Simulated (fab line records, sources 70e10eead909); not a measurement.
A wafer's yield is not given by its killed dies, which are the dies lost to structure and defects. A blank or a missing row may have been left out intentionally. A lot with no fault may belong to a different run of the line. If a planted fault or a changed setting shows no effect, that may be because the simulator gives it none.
Struck lot and sound lot, side by side    flow nand_harc    14 out of 1159 route steps
Sound: the wafers L342.2, L342.5, L342.6. Struck: wafer L336.2 (L336.1, L336.4, from the same lot, were not struck and are left out); the cause is given at the end.
Order at every step that has rows: each side's tool, ch and its chambers, its first start. Under that, the readings that differ: sound wafers    struck wafers    difference of the means    sigmas: that difference in standard deviations of wafers without a fault.
alike: words and numbers the same on both sides, and readings whose means are apart by under 2 such deviations; not compared: readings that were withheld, readings missing a value for some wafer, numbers with overlapping values and no deviation given by the record, and bounds like >300 which may hide the same value.
The two part at a step that has a row with sigmas, a row that says differs or no value, or rows on one side only. When numbers do not overlap yet have no deviation, they are printed without sigmas and do not part them. Lack of a reading on every wafer of one side parts them only where that side has two or more wafers.

first, 9 steps without rows for these wafers: NHARC_A_STAIRCASE_DEHYDRATE_01 (time 120 s); NHARC_A_STAIRCASE_HMDS_02 (time 30 s); NHARC_A_STAIRCASE_COAT_03; NHARC_A_STAIRCASE_SOFTBAKE_04 (time 170 s); NHARC_A_STAIRCASE_EBR_05; NHARC_A_STAIRCASE_EXPOSE_06 (exposes mask STAIR); NHARC_A_STAIRCASE_PEB_07 (peb time 130 s); NHARC_A_STAIRCASE_DEVELOP_08 (time 140 s); NHARC_A_STAIRCASE_HARDBAKE_10 (time 140 s).
NHARC_A_STAIRCASE_DESCUM_11: chemistry O2, time 3 s.
  sound on rie_diel-10 ch 1,2, day 15 07:05; struck on rie_diel-05 ch 3, day 14 11:05
reading                      sound        struck  difference  sigmas
drypump_motor_current_A (A)  6.1 6.1 5.4  5.0     -0.9        -2
  alike: chamber_pressure_mTorr, oes_product_au, rf_vpp_V, showerhead_plenum_p_Torr, throttle_valve_pct
  not compared: rf_hours_counter_h
NHARC_A_STAIRCASE_TRIM_12: chemistry O2, time 211.2 s.
  sound on rie_diel-10 ch 0,1,2, day 15 07:11; struck on rie_diel-05 ch 0, day 14 11:11
reading                          sound           struck  difference  sigmas
showerhead_plenum_p_Torr (Torr)  3.69 3.78 3.34  3.27    -0.33       -2
  alike: chamber_pressure_mTorr, drypump_motor_current_A, oes_product_au, rf_vpp_V, throttle_valve_pct
  not compared: rf_hours_counter_h
NHARC_A_STAIRCASE_ETCH_13: etches the open film in C4F8/O2, target depth 100 nm, time 40.5 s.
  sound on rie_diel-10 ch 1,2,3, day 15 07:20; struck on rie_diel-05 ch 0, day 14 11:20
reading                sound              struck  difference  sigmas
oes_product_au (a.u.)  0.950 0.942 0.926  1.103   +0.164      +12
rf_vpp_V (V)           899 903 906        885     -18         -3
  alike: chamber_pressure_mTorr
  not compared: rf_hours_counter_h
NHARC_A_STAIRCASE_TRIM_14: chemistry O2, time 211.2 s.
  sound on rie_diel-10 ch 2,3; struck on rie_diel-05 ch 3
reading       sound           struck  difference  sigmas
rf_vpp_V (V)  60.5 57.9 57.4  55.5    -3.1        -4
  alike: chamber_pressure_mTorr, drypump_motor_current_A, oes_product_au, showerhead_plenum_p_Torr, throttle_valve_pct
  not compared: rf_hours_counter_h
-- break in the record here, with 9 days between the starts of the struck wafers on either side (left off in module A_STAIRCASE, picked up again in module END, where the first step shown is number 1159 on the route) --
NHARC_END_SORT_01:
  only the struck wafers appear in the record here, on prober-02 ch 0 at day 23 02:10; the sound ones have no rows

WHERE THEY PART
First at NHARC_A_STAIRCASE_DESCUM_11; last, within this record, at NHARC_END_SORT_01.

WHY: whatever the simulator had introduced
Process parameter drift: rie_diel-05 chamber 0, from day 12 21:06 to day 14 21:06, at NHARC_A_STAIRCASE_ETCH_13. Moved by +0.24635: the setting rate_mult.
